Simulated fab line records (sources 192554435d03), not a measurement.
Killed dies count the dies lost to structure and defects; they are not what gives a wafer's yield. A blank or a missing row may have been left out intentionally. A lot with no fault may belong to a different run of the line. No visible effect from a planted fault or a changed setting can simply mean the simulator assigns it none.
fab line records | flow n5Finfet
record lots=7 | wafers=20 | lastDay=17
route steps=1938 shown BEOL_M2@846 BEOL_M4@1111 PASSIVATION@1936
lots that met no fault: from a run of the same line without faults
startH: hours from the record's opening day to when the first of the lot's shown wafers began | waitH: hours since the lot's step before | " identical to the entry in the row above | L1.1+2: several wafers, shown together as one row | - either no value or no given start | * or withheld: withheld | < > ~ a bound
route shown NAME@n: NAME is a module with steps in the file, n the number in the route of the first one | usual: the fault-free wafers' mean and standard deviation | same: alike in all rows | chamber/n: place in a boat | sites: each site's reading | _std_site: the values' standard deviation | _edge_site: outer sites' mean less inner sites' | radiusMm: how far each site lies from the wafer's centre | mask NAME#n: copy n | behind: tool/chamber where the wafer was last shaped | hold: why the lot was held/for how many hours/how that ended | device: which transistor (n, p or np) failed to switch | end of line: the tests these same wafers got at the end of their route | where a step has no rows: the recipe by itself | killed: not the wafer's yield, but the dies lost to structure and defects at the first sort | map: dies across one wafer; x = killed, . = not, _ = none there
set.NAME: the setting that was run; set.NAME@STEP: the one run at that earlier step | model.NAME: the simulator's own value behind a step, which no gauge read
lots at some steps of the route; a table a step, a row a wafer
services: the hour from which a tool's chamber was out of use, counted from the record's first day as startH (under 0 if before that day), plus the number of hours and why
## steps
# step N5_BEOL_M2_COAT_62
# recipe resist=SiARC | tempC=220 | timeS=60 | spinRpm=1500 | resistThkNm=12
# step N5_BEOL_M2_COAT_73
# recipe resist=underlayer | tempC=205 | timeS=60 | spinRpm=1500 | resistThkNm=5
# step N5_BEOL_M2_COAT_05
# recipe resist=CAR-EUV | spinRpm=1500 | resistThkNm=30
# step N5_BEOL_M2_EBR_07
# recipe solvent=PGMEA | ebrWidthMm=1.5
# step N5_BEOL_M2_SOFTBAKE_06
# recipe tempC=110 | timeS=60 | resist=CAR-EUV
# step N5_BEOL_M2_EXPOSE_08
# recipe maskId=M2 | na=0.33 | sourceShape=dipole | sigmaInner=0.369 | sigmaOuter=0.767 | polarization=unpolarized | doseMj=41.25
# step N5_BEOL_M2_PEB_09
# recipe pebTempC=100 | pebTimeS=60 | resist=CAR-EUV
# step N5_BEOL_M2_DEVELOP_10
# recipe developTimeS=30 | developer=TMAH | resist=CAR-EUV | rinseLiquid=surfactantRinse | dry=airSpin | devTempC=23
# step N5_BEOL_M2_CD_MEAS_11
# recipe targetCdNm=16.79 | landingEnergyEv=500 | detector=seInlens | polarity=opening
# usual cdNm=16.93/0.23
lot.wafer | tool     | chamber | startH | waitH | cdNm
L806.2    | cdSem-01 | 0       | 144.49 | -     | 16.88
L806.3    | "        | 0       | "      | "     | 16.87
L806.5    | "        | 0       | "      | "     | 16.89
L810.1    | cdSem-02 | 0       | 177.94 | -     | 16.75
L810.3    | "        | 0       | "      | "     | 16.54
L810.6    | "        | 0       | "      | "     | 16.68
L817.2    | cdSem-03 | 0       | 215.26 | -     | 16.97
L817.5    | "        | 0       | "      | "     | 17.03
L820.1    | cdSem-02 | 0       | 232.05 | -     | 16.67
L820.4    | "        | 0       | "      | "     | 17.06
L820.5    | "        | 0       | "      | "     | 16.74
L821.2    | cdSem-01 | 0       | 236.79 | -     | 16.33
L821.4    | "        | 0       | "      | "     | 16.67
L821.5    | "        | 0       | "      | "     | 16.96
L822.1    | cdSem-02 | 0       | 244.33 | -     | 16.38
L822.3    | "        | 0       | "      | "     | 16.75
L822.6    | "        | 0       | "      | "     | 16.72
L827.4    | cdSem-01 | 0       | 285.87 | -     | 16.64
L827.5    | "        | 0       | "      | "     | 16.92
L827.6    | "        | 0       | "      | "     | 16.69
# step N5_BEOL_M2_OVL_MEAS_12
# recipe pointsPerWafer=522
# usual M2_OVL=-0.1/0.66
lot.wafer | tool       | chamber | startH | waitH | M2_OVL[nm]
L806.2    | overlay-02 | 0       | 144.53 | 0.0   | -0.2
L806.3    | "          | 0       | "      | "     | -0.1
L806.5    | "          | 0       | "      | "     | -0.7
L810.1    | overlay-02 | 0       | 177.97 | 0.0   | -0.5
L810.3    | "          | 0       | "      | "     | 0.3
L810.6    | "          | 0       | "      | "     | -0.8
L817.2    | overlay-02 | 0       | 215.29 | 0.0   | -1.0
L817.5    | "          | 0       | "      | "     | -0.9
L820.1    | overlay-02 | 0       | 232.08 | 0.0   | 1.0
L820.4    | "          | 0       | "      | "     | 0.2
L820.5    | "          | 0       | "      | "     | 0.5
L821.2    | overlay-02 | 0       | 236.87 | 0.1   | 0.5
L821.4    | "          | 0       | "      | "     | 0.3
L821.5    | "          | 0       | "      | "     | 0.2
L822.1    | overlay-02 | 0       | 244.36 | 0.0   | -0.5
L822.3    | "          | 0       | "      | "     | 0.2
L822.6    | "          | 0       | "      | "     | 0.1
L827.4    | overlay-02 | 0       | 285.91 | 0.0   | 0.6
L827.5    | "          | 0       | "      | "     | -0.1
L827.6    | "          | 0       | "      | "     | 0.6
# step N5_BEOL_M2_INSPECT_13
# recipe mode=adi | inspectInstrument=brightfield
# usual rawDefectCount=465/110
lot.wafer | tool             | chamber | startH | waitH | rawDefectCount
L806.2    | defectInspect-02 | -       | 144.59 | 0.0   | 426
L806.3    | "                | -       | "      | "     | 523
L806.5    | "                | -       | "      | "     | 605
L810.1    | defectInspect-01 | -       | 178.03 | 0.1   | 499
L810.3    | "                | -       | "      | "     | 445
L810.6    | "                | -       | "      | "     | 598
L817.2    | defectInspect-01 | -       | 215.35 | 0.0   | 405
L817.5    | "                | -       | "      | "     | 499
L820.1    | defectInspect-02 | -       | 232.14 | 0.1   | 393
L820.4    | "                | -       | "      | "     | 409
L820.5    | "                | -       | "      | "     | 468
L821.2    | defectInspect-02 | -       | 236.92 | 0.0   | 606
L821.4    | "                | -       | "      | "     | 691
L821.5    | "                | -       | "      | "     | 506
L822.1    | defectInspect-01 | -       | 244.42 | 0.1   | 402
L822.3    | "                | -       | "      | "     | 444
L822.6    | "                | -       | "      | "     | 336
L827.4    | defectInspect-01 | -       | 285.95 | 0.0   | 673
L827.5    | "                | -       | "      | "     | 491
L827.6    | "                | -       | "      | "     | 438
# step N5_BEOL_M2_DESCUM_16
# recipe chemistry=O2 | timeS=7 | sourcePowerW=50 | biasPowerW=20 | pressureMtorr=20 | rfFrequencyHz=2.712e+07 | tempC=40 | resist=CAR-EUV | o2FlowSccm=225
# usual drypumpMotorCurrentA=5.6/0.42 | oesProductAu=0.80/0.098 | rfVppV=242.9/1.2 | showerheadPlenumPTorr=2.08/0.052 | tempC=40.00/0.11 | throttleValvePct=20.28/0.29
lot.wafer | tool       | chamber | startH | waitH | drypumpMotorCurrentA | oesProductAu | rfHoursCounterH | rfVppV | showerheadPlenumPTorr | tempC | throttleValvePct
L806.2    | rieDiel-03 | 3       | 144.90 | 0.3   | 5.4                  | 0.69         | 220             | 242.1  | 2.07                  | 40.12 | 20.84
L806.3    | "          | 1       | "      | "     | 5.1                  | 0.96         | 2               | 242.0  | 2.14                  | 39.99 | 20.26
L806.5    | "          | 0       | "      | "     | 6.3                  | 0.73         | -               | 242.2  | 2.07                  | 39.85 | 20.42
L810.1    | rieDiel-04 | 2       | 178.06 | 0.0   | 5.5                  | 0.84         | 58              | 242.4  | 2.04                  | 40.08 | 20.15
L810.3    | "          | 1       | "      | "     | 5.4                  | 0.91         | 26              | 242.9  | 2.05                  | 39.97 | 20.35
L810.6    | "          | 0       | "      | "     | 6.1                  | 0.72         | -               | 241.4  | 2.04                  | 39.90 | 20.26
L817.2    | rieDiel-03 | 2       | 215.38 | 0.0   | 5.7                  | 0.89         | 42              | 243.3  | 2.11                  | 40.01 | 19.83
L817.5    | "          | 0       | "      | "     | 6.4                  | 0.71         | -               | 242.8  | 2.06                  | 39.87 | 20.47
L820.1    | rieDiel-03 | 0       | 232.24 | 0.1   | 6.3                  | 0.70         | 203             | 243.1  | 2.06                  | 40.11 | 20.49
L820.4    | "          | 1       | "      | "     | 5.1                  | 0.87         | 28              | 242.3  | 2.13                  | 40.03 | 20.29
L820.5    | "          | 0       | "      | "     | 6.4                  | 0.70         | -               | 244.4  | 2.06                  | 40.16 | 20.48
L821.2    | rieDiel-03 | 1       | 236.95 | 0.0   | 5.1                  | 0.86         | 30              | 243.5  | 2.13                  | 39.87 | 20.30
L821.4    | "          | 0       | "      | "     | 6.3                  | 0.70         | -               | 241.8  | 2.06                  | 39.98 | 20.49
L821.5    | "          | 2       | "      | "     | 5.6                  | 0.87         | -               | 243.8  | 2.11                  | 40.06 | 19.82
L822.1    | rieDiel-04 | 1       | 244.46 | 0.0   | 5.4                  | 0.86         | 52              | 242.5  | 2.04                  | 39.82 | 20.38
L822.3    | "          | 2       | "      | "     | 5.5                  | 0.81         | 82              | 242.4  | 2.03                  | 39.90 | 20.17
L822.6    | "          | 2       | "      | "     | 5.5                  | 0.82         | -               | 242.2  | 2.03                  | 39.78 | 20.20
L827.4    | rieDiel-04 | 2       | 285.98 | 0.0   | 5.5                  | 0.79         | 101             | 243.0  | 2.03                  | 40.16 | 20.22
L827.5    | "          | 2       | "      | "     | 5.5                  | 0.80         | -               | 240.5  | 2.03                  | 39.73 | 20.21
L827.6    | "          | 3       | "      | "     | 4.9                  | 0.75         | -               | 241.6  | 1.97                  | 39.97 | 20.35
# step N5_BEOL_M2_ETCH_74
# recipe chemistry=N2/H2 | target=underlayer | targetDepthA=65 | maskMaterial=CAR-EUV | timeS=5.2 | ionEnergyEv=200 | pressureMtorr=30 | sourceW=840 | biasW=150 | n2FlowSccm=200 | h2FlowSccm=200 | ends=cleared
# usual drypumpMotorCurrentA=5.6/0.42 | etchRfOnTimeS=5.15/0.13 | oesProductAu=0.69/0.083 | rfVppV=523.5/2.2 | showerheadPlenumPTorr=2.53/0.059 | throttleValvePct=17.71/0.3
lot.wafer | tool       | chamber | startH | waitH | drypumpMotorCurrentA | etchRfOnTimeS | oesProductAu | rfHoursCounterH | rfVppV | showerheadPlenumPTorr | throttleValvePct
L806.2    | rieDiel-03 | 3       | 144.94 | 0.0   | 5.4                  | 5.15          | 0.59         | 220             | 524.3  | 2.52                  | 18.33
L806.3    | "          | 1       | "      | "     | 5.1                  | 4.89          | 0.84         | 2               | 525.5  | 2.59                  | 17.66
L806.5    | "          | 0       | "      | "     | 6.4                  | 5.25          | 0.62         | -               | 523.1  | 2.52                  | 17.88
L810.1    | rieDiel-04 | 2       | 178.10 | 0.0   | 5.5                  | 5.11          | 0.71         | 58              | 523.9  | 2.46                  | 17.35
L810.3    | "          | 1       | "      | "     | 5.4                  | 5.12          | 0.78         | 26              | 526.7  | 2.49                  | 17.78
L810.6    | "          | 0       | "      | "     | 6.0                  | 5.16          | 0.62         | -               | 522.1  | 2.48                  | 17.66
L817.2    | rieDiel-03 | 2       | 215.41 | 0.0   | 5.6                  | 3.66          | 0.92         | 42              | 525.1  | 2.59                  | 17.35
L817.5    | "          | 0       | "      | "     | 6.4                  | 5.21          | 0.61         | -               | 524.6  | 2.51                  | 17.90
L820.1    | rieDiel-03 | 0       | 232.28 | 0.0   | 6.4                  | 3.81          | 0.73         | 203             | 523.9  | 2.51                  | 17.91
L820.4    | "          | 1       | "      | "     | 5.1                  | 4.94          | 0.77         | 28              | 523.5  | 2.58                  | 17.75
L820.5    | "          | 0       | "      | "     | 6.4                  | 5.24          | 0.61         | -               | 522.2  | 2.51                  | 17.90
L821.2    | rieDiel-03 | 1       | 236.99 | 0.0   | 5.1                  | 3.63          | 0.92         | 30              | 528.6  | 2.58                  | 17.76
L821.4    | "          | 0       | "      | "     | 6.4                  | 5.30          | 0.59         | -               | 522.6  | 2.51                  | 17.90
L821.5    | "          | 2       | "      | "     | 5.7                  | 5.08          | 0.75         | -               | 524.6  | 2.59                  | 17.35
L822.1    | rieDiel-04 | 1       | 244.49 | 0.0   | 5.4                  | 5.13          | 0.72         | 52              | 521.7  | 2.48                  | 17.83
L822.3    | "          | 2       | "      | "     | 5.5                  | 5.15          | 0.67         | 82              | 520.6  | 2.45                  | 17.35
L822.6    | "          | 2       | "      | "     | 5.5                  | 5.17          | 0.67         | -               | 518.7  | 2.45                  | 17.34
L827.4    | rieDiel-04 | 2       | 286.02 | 0.0   | 5.5                  | 5.16          | 0.67         | 101             | 520.0  | 2.44                  | 17.39
L827.5    | "          | 2       | "      | "     | 5.5                  | 5.20          | 0.67         | -               | 523.0  | 2.44                  | 17.38
L827.6    | "          | 3       | "      | "     | 4.9                  | 5.40          | 0.63         | -               | 521.4  | 2.44                  | 18.07
# step N5_BEOL_M2_ETCH_63
# recipe chemistry=CF4 | target=SiARC | targetDepthA=156 | maskMaterial=CAR-EUV | timeS=26 | ionEnergyEv=80 | pressureMtorr=40 | sourceW=545 | biasW=36 | Ar_flow_sccm=100 | cf4FlowSccm=100 | ends=cleared
# usual drypumpMotorCurrentA=5.6/0.42 | etchRfOnTimeS=25.7/0.58 | mfcArSccm=100.04/0.28 | oesProductAu=0.69/0.082 | rfVppV=184.0/0.95 | showerheadPlenumPTorr=2.13/0.049 | throttleValvePct=15.52/0.3
lot.wafer | tool       | chamber | startH | waitH | drypumpMotorCurrentA | etchRfOnTimeS | mfcArSccm | oesProductAu | rfHoursCounterH | rfVppV | showerheadPlenumPTorr | throttleValvePct
L806.2    | rieDiel-03 | 3       | 144.95 | 0.0   | 5.4                  | 25.6          | 100.00    | 0.60         | 220             | 182.3  | 2.10                  | 15.99
L806.3    | "          | 1       | "      | "     | 5.1                  | 24.6          | 100.17    | 0.84         | 2               | 184.1  | 2.18                  | 15.31
L806.5    | "          | 0       | "      | "     | 6.4                  | 25.6          | 99.36     | 0.63         | -               | 184.3  | 2.14                  | 15.84
L810.1    | rieDiel-04 | 2       | 178.11 | 0.0   | 5.5                  | 25.7          | 99.73     | 0.70         | 58              | 183.4  | 2.08                  | 15.26
L810.3    | "          | 1       | "      | "     | 5.4                  | 25.8          | 99.88     | 0.77         | 26              | 183.1  | 2.08                  | 15.42
L810.6    | "          | 0       | "      | "     | 6.1                  | 25.6          | 99.93     | 0.62         | -               | 182.8  | 2.11                  | 15.71
L817.2    | rieDiel-03 | 2       | 215.43 | 0.0   | 5.6                  | 25.5          | 99.40     | 0.76         | 42              | 184.4  | 2.17                  | 15.07
L817.5    | "          | 0       | "      | "     | 6.4                  | 25.9          | 99.52     | 0.61         | -               | 183.8  | 2.13                  | 15.84
L820.1    | rieDiel-03 | 0       | 232.29 | 0.0   | 6.4                  | 26.0          | 99.62     | 0.60         | 203             | 184.1  | 2.13                  | 15.86
L820.4    | "          | 1       | "      | "     | 5.1                  | 24.8          | 100.02    | 0.76         | 28              | 184.9  | 2.17                  | 15.40
L820.5    | "          | 0       | "      | "     | 6.4                  | 26.1          | 100.01    | 0.60         | -               | 183.9  | 2.13                  | 15.87
L821.2    | rieDiel-03 | 1       | 237.00 | 0.0   | 5.1                  | 25.0          | 99.87     | 0.75         | 30              | 185.5  | 2.17                  | 15.37
L821.4    | "          | 0       | "      | "     | 6.3                  | 26.3          | 99.87     | 0.60         | -               | 184.8  | 2.13                  | 15.87
L821.5    | "          | 2       | "      | "     | 5.6                  | 25.8          | 99.76     | 0.75         | -               | 185.9  | 2.16                  | 15.10
L822.1    | rieDiel-04 | 1       | 244.51 | 0.0   | 5.4                  | 26.0          | 100.16    | 0.72         | 52              | 184.2  | 2.08                  | 15.46
L822.3    | "          | 2       | "      | "     | 5.5                  | 25.6          | 99.92     | 0.69         | 82              | 183.3  | 2.07                  | 15.34
L822.6    | "          | 2       | "      | "     | 5.4                  | 25.7          | 100.05    | 0.68         | -               | 183.0  | 2.07                  | 15.32
L827.4    | rieDiel-04 | 2       | 286.04 | 0.0   | 5.5                  | 26.0          | 100.36    | 0.65         | 101             | 182.5  | 2.07                  | 15.36
L827.5    | "          | 2       | "      | "     | 5.5                  | 26.1          | 100.02    | 0.66         | -               | 183.7  | 2.07                  | 15.36
L827.6    | "          | 3       | "      | "     | 4.9                  | 27.1          | 100.00    | 0.62         | -               | 180.6  | 2.04                  | 15.73
# step N5_BEOL_M4_RC_MEAS_101
# usual DIBL_N=36.2/2 | DIBL_P=36.1/2.4 | IOFF_N=0.16/0.035 | IOFF_P=0.22/0.041 | ION_N=675/14 | ION_P=465/8.6 | SS_N=71.5/0.64 | SS_P=73.2/0.76 | VT_N=250/3.9 | VT_P=-249/3.4
lot.wafer | tool      | chamber | startH | waitH | DIBL_N[mV/V] | DIBL_P[mV/V] | IOFF_N[nA/um] | IOFF_P[nA/um] | ION_N[uA/um] | ION_P[uA/um] | SS_N[mV/dec] | SS_P[mV/dec] | VT_N[mV] | VT_P[mV]
L806.2    | prober-01 | 0       | 177.95 | 0.2   | 33.5         | 32.0         | 0.10          | 0.15          | 654          | 452          | 71.6         | 71.9         | 254      | -254
L806.3    | "         | 0       | "      | "     | 34.2         | 34.2         | 0.11          | 0.18          | 668          | 461          | 71.5         | 72.1         | 252      | -251
L806.5    | "         | 0       | "      | "     | 34.3         | 34.5         | 0.12          | 0.18          | 679          | 461          | 71.5         | 71.9         | 252      | -251
L810.1    | prober-01 | 0       | 205.99 | 0.0   | 37.3         | 37.2         | 0.18          | 0.24          | 675          | 465          | 72.0         | 73.2         | 247      | -249
L810.3    | "         | 0       | "      | "     | 35.4         | 36.0         | 0.14          | 0.23          | 678          | 473          | 71.4         | 73.2         | 252      | -247
L810.6    | "         | 0       | "      | "     | 35.6         | 36.1         | 0.15          | 0.23          | 677          | 464          | 71.3         | 73.7         | 250      | -247
L817.2    | prober-01 | 0       | 256.02 | 0.2   | 36.8         | 37.7         | 0.16          | 0.23          | 687          | 467          | 72.1         | 73.8         | 248      | -248
L817.5    | "         | 0       | "      | "     | 39.8         | 40.7         | 0.21          | 0.27          | 682          | 468          | 72.6         | 74.4         | 248      | -247
L820.1    | prober-01 | 0       | 264.24 | 0.0   | 37.9         | 37.7         | 0.17          | 0.24          | 681          | 466          | 72.2         | 73.2         | 251      | -245
L820.4    | "         | 0       | "      | "     | 35.6         | 35.9         | 0.13          | 0.21          | 671          | 474          | 71.3         | 72.7         | 253      | -249
L820.5    | "         | 0       | "      | "     | 35.6         | 34.7         | 0.13          | 0.20          | 663          | 468          | 71.7         | 72.9         | 249      | -248
L822.1    | prober-01 | 0       | 272.10 | 0.0   | 37.8         | 38.8         | 0.19          | 0.21          | 702          | 466          | 72.2         | 73.8         | 248      | -250
L822.3    | "         | 0       | "      | "     | 34.4         | 37.1         | 0.13          | 0.19          | 667          | 464          | 71.2         | 73.7         | 253      | -252
L822.6    | "         | 0       | "      | "     | 36.9         | 39.0         | 0.17          | 0.21          | 683          | 467          | 71.8         | 73.8         | 250      | -253
L821.2    | prober-02 | 0       | 272.44 | 0.2   | 36.9         | 35.5         | 0.15          | 0.19          | 667          | 455          | 71.9         | 73.3         | 252      | -254
L821.4    | "         | 0       | "      | "     | 37.5         | 36.9         | 0.18          | 0.23          | 683          | 469          | 72.2         | 73.4         | 246      | -247
L821.5    | "         | 0       | "      | "     | 35.0         | 33.8         | 0.13          | 0.18          | 679          | 471          | 70.1         | 73.1         | 254      | -251
L827.4    | prober-01 | 0       | 315.28 | 0.5   | 33.0         | 33.1         | 0.11          | 0.15          | 665          | 453          | 70.3         | 72.6         | 258      | -256
L827.5    | "         | 0       | "      | "     | 33.5         | 33.3         | 0.12          | 0.15          | 671          | 453          | 70.7         | 72.2         | 255      | -256
L827.6    | "         | 0       | "      | "     | 34.9         | 34.8         | 0.13          | 0.17          | 675          | 459          | 71.2         | 73.0         | 254      | -254
# step N5_PASSIVATION_PROBE_49
# usual defectLimitedYield=91.1/1.4 | killed_at_M0_to_M3=36/9.9 | killed_at_M4_up=13/5.8 | killedAtContacts=14/5.9 | killedAtFrontEnd=39/11 | killedAtOther=3.4/2.9 | killedDies=105/17 | killedOpen=70/13 | killedShort=34/7.3 | sort_bin_5_function=5.3/1 | sort_bin_6_memory=3.3/0.62 | sort_bin_8_speed=0.01/0.057 | sortNPass=1075/17 | sortYieldPct=91.1/1.4
# same grossDies=1180 | killedAtBackSide=0 | sort_bin_4_leakage[%]=0
lot.wafer | tool      | chamber | startH | waitH | defectLimitedYield[%] | killed_at_M0_to_M3 | killed_at_M4_up | killedAtContacts | killedAtFrontEnd | killedAtOther | killedDies | killedOpen | killedShort | sort_bin_5_function[%] | sort_bin_6_memory[%] | sort_bin_8_speed[%] | sortNPass | sortYieldPct[%]
L820.1    | prober-01 | -       | 379.08 | 0.0   | 89.7                  | 42                 | 14              | 26               | 33               | 6             | 121        | 88         | 29          | 5.7                    | 4.3                  | 0                   | 1059      | 89.7
L820.4    | prober-01 | -       | 379.23 | 0.2   | 89.0                  | 42                 | 23              | 15               | 49               | 1             | 130        | 87         | 42          | 6.7                    | 3.9                  | 0                   | 1050      | 89.0
L820.5    | prober-01 | -       | 379.28 | 0.2   | 90.5                  | 43                 | 15              | 24               | 28               | 2             | 112        | 69         | 43          | 5.0                    | 4.1                  | 0                   | 1068      | 90.5
# killed by level:class
L820.1 MOL_CONTACT_COAG:geometricParticle:open=21 BEOL_M2:geometricParticle:open=14 STI_FIN_REVEAL:geometricParticle:open=9 BEOL_M1:geometricParticle:open=8 BEOL_M0_SAQP:geometricParticle:open=7 FIN_SAQP:geometricParticle:open=6 MOL_CONTACT_COAG:geometricParticle:short=5 BEOL_M4:geometricParticle:open=5
L820.4 FIN_SAQP:geometricParticle:short=13 MOL_CONTACT_COAG:geometricParticle:open=12 BEOL_M1:geometricParticle:open=11 STI_FIN_REVEAL:geometricParticle:open=9 BEOL_M5:geometricParticle:open=9 BEOL_M0_SAQP:geometricParticle:open=8 FIN_SAQP:geometricParticle:open=7 BEOL_M1:geometricParticle:short=6
L820.5 MOL_CONTACT_COAG:geometricParticle:open=17 BEOL_M0_SAQP:geometricParticle:short=12 STI_FIN_REVEAL:geometricParticle:open=8 MOL_CONTACT_COAG:geometricParticle:short=7 BEOL_M4:geometricParticle:open=7 BEOL_M0_SAQP:geometricParticle:open=6 BEOL_M1:geometricParticle:open=6 FIN_SAQP:geometricParticle:short=5
## services
tool       | chamber | startH | hours | kind
rieDiel-03 | 1       | 188.21 | 2.4   | repair
rieDiel-04 | 3       | 218.89 | 32.8  | repair
rieDiel-03 | 3       | 234.65 | -     | clean
rieDiel-03 | 3       | 234.65 | -     | consumableReplace:focusRing
rieDiel-03 | 3       | 234.65 | 20.9  | scheduledDown
rieDiel-03 | 3       | 234.65 | 20.9  | ventCycle
rieDiel-04 | 0       | 251.90 | -     | clean
rieDiel-04 | 0       | 251.90 | -     | consumableReplace:focusRing
rieDiel-04 | 0       | 251.90 | 31.1  | scheduledDown
rieDiel-04 | 0       | 251.90 | 31.1  | ventCycle
## key
firstSign step=N5_BEOL_M2_ETCH_74 | reading=etchRfOnTimeS | direction=down | sigmas=11 | usual=* | struck=*
effect step=N5_BEOL_M2_ETCH_74 | reading=oesProductAu | direction=up | sigmas=2.1 | usual=0.69 | struck=0.86
metAt N5_BEOL_M2_ETCH_74
struckWafers L817.2,L820.1,L821.2
onsetBetween 144.94 215.41
fault kind=processParameterDrift | tool=rieDiel-03 | chamber=- | onsetH=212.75 | steps=N5_BEOL_M2_ETCH_74 | channel=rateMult | offset=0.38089 | shape=step | endH=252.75 | scope=struckWafersOnly
